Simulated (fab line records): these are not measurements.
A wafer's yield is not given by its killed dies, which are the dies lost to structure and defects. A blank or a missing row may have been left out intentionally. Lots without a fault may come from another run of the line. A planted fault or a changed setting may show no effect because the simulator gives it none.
Code-filled problem report in 8D (eight disciplines) form    flow nand harc    the parts of the form that need people (team, actions taken, sign-off) are left out

## 1. THE PROBLEM
Mean of raw defect count at NHARC_A_CHANNEL_HOLE_D1_INSPECT_40: 877 across 2 wafers in 2 lots; on wafers with no fault it is 73 (standard deviation 28). That puts it +29 standard deviations away from the usual mean.
First seen on wafer L586.4, day 15 01:55, on defect inspect-02. Wafers with a number at this step in the record: 36, from 12 lots. Rule for "out" (also "out of limits"): further than 4 standard deviations from the usual mean. Any other wafer with a number is counted as sound.

## 2. WHAT IT IS, AND WHAT IT ISN'T
question                     is                 is not
which readings at this step  raw defect count   -
which lots                   L586, L588         L572, L574, L575, L576, L577, L580, L581, L583, L594, L595
which wafers of those lots   L586.4, L588.6     L586.3, L586.6, L588.1, L588.5
read on which gauges         defect inspect-02  defect inspect-01
when                         from day 15 01:55  up to then (26 sound wafers); but 8 sound wafers of L588, L594, L595 came after

## 3. SUSPECTS, AND WHAT RULES EACH OUT
Counting: a tool at a process step up to the reading stays a suspect if it ran every lot that is out. Sound lots after the first of them don't rule it out here, since some wafers of a struck lot are sound.
- the gauge at NHARC_A_CHANNEL_HOLE_D1_INSPECT_40: kept. All the wafers that are out were read on defect inspect-02, and no step on other tools shows them out.
- har etch-02 at NHARC_A_CHANNEL_HOLE_D1_ETCH_23 (etches the open film in C4F8/O2/Ar, time 819 s, target depth 1600 nm): kept. It processed each lot that is out (first: L586, day 14 21:48); up to then, its last sound lot is L583 (day 13 05:44).
- har etch-02 at NHARC_A_CHANNEL_HOLE_D1_ETCH_26 (etches the open film in C4F8/O2/Ar, time 224.1 s, target depth 300 nm): kept. It processed each lot that is out (first: L586, day 14 23:59); up to then, its last sound lot is L583 (day 13 08:01).
- har etch-02 at NHARC_A_CHANNEL_HOLE_D1_ETCH_33 (etches the open film in C4F8/O2/Ar, time 90 s, target depth 400 nm): kept. It processed each lot that is out (first: L586, day 15 00:11); up to then, its last sound lot is L583 (day 13 08:12).
- wet bench-02 at NHARC_A_CHANNEL_HOLE_D1_PRECLEAN_28 (cleans in SC1): kept. It processed each lot that is out (first: L586, day 15 01:35); up to then, its last sound lot is L583 (day 13 09:35).
- wet bench-02, NHARC_A_CHANNEL_HOLE_D1_PRECLEAN_28: wafers that are out in chamber 2, sound lot-mates in chambers 3, 4, 5.
Left after counting: har etch-02 at NHARC_A_CHANNEL_HOLE_D1_ETCH_23, har etch-02 at NHARC_A_CHANNEL_HOLE_D1_ETCH_26, har etch-02 at NHARC_A_CHANNEL_HOLE_D1_ETCH_33, wet bench-02 at NHARC_A_CHANNEL_HOLE_D1_PRECLEAN_28, defect inspect-02 at NHARC_A_CHANNEL_HOLE_D1_INSPECT_40.

## 4. THE CAUSE (what the simulator had put in)
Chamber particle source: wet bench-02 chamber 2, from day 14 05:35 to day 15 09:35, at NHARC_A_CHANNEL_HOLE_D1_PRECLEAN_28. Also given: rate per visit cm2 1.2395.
Counting left 5 suspects, and this tool is among them.

## 5. THE CHAIN OF EFFECTS, in route order
Rows list readings where the struck wafers' mean (over those with a number) sits beyond 3 standard deviations from the usual. Readings are gone through only where the record gives a usual standard deviation; hours: the median, over the lots, of the time from a lot's start at the first step in this table giving one to that lot's start at this step; sigmas: the change measured in usual standard deviations.
hours  step                                reading           usual  on struck wafers  change  sigmas
0      NHARC_A_CHANNEL_HOLE_D1_INSPECT_40  raw defect count  73     877               +804    +29
389    NHARC_END_SORT_01                   killed at array   49     114               +64     +3.6
389    NHARC_END_SORT_01                   killed dies       54     120               +66     +3.6

## 6. HOW IT WOULD HAVE BEEN CAUGHT EARLIER
20 hours passed between the start of the fault at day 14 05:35 and the first reading out of limits at a measuring or inspecting step in this record, taken at day 15 01:55.
Of the tool readings at NHARC_A_CHANNEL_HOLE_D1_PRECLEAN_28 for which the record gives a usual standard deviation, none was out on any struck wafer, so an alarm limit of 4 standard deviations on them would not have fired.
Lots out: 2; of these, L588 started NHARC_A_CHANNEL_HOLE_D1_PRECLEAN_28 on wet bench-02 after day 15 01:55. A hold on the tool at that time would have spared it.
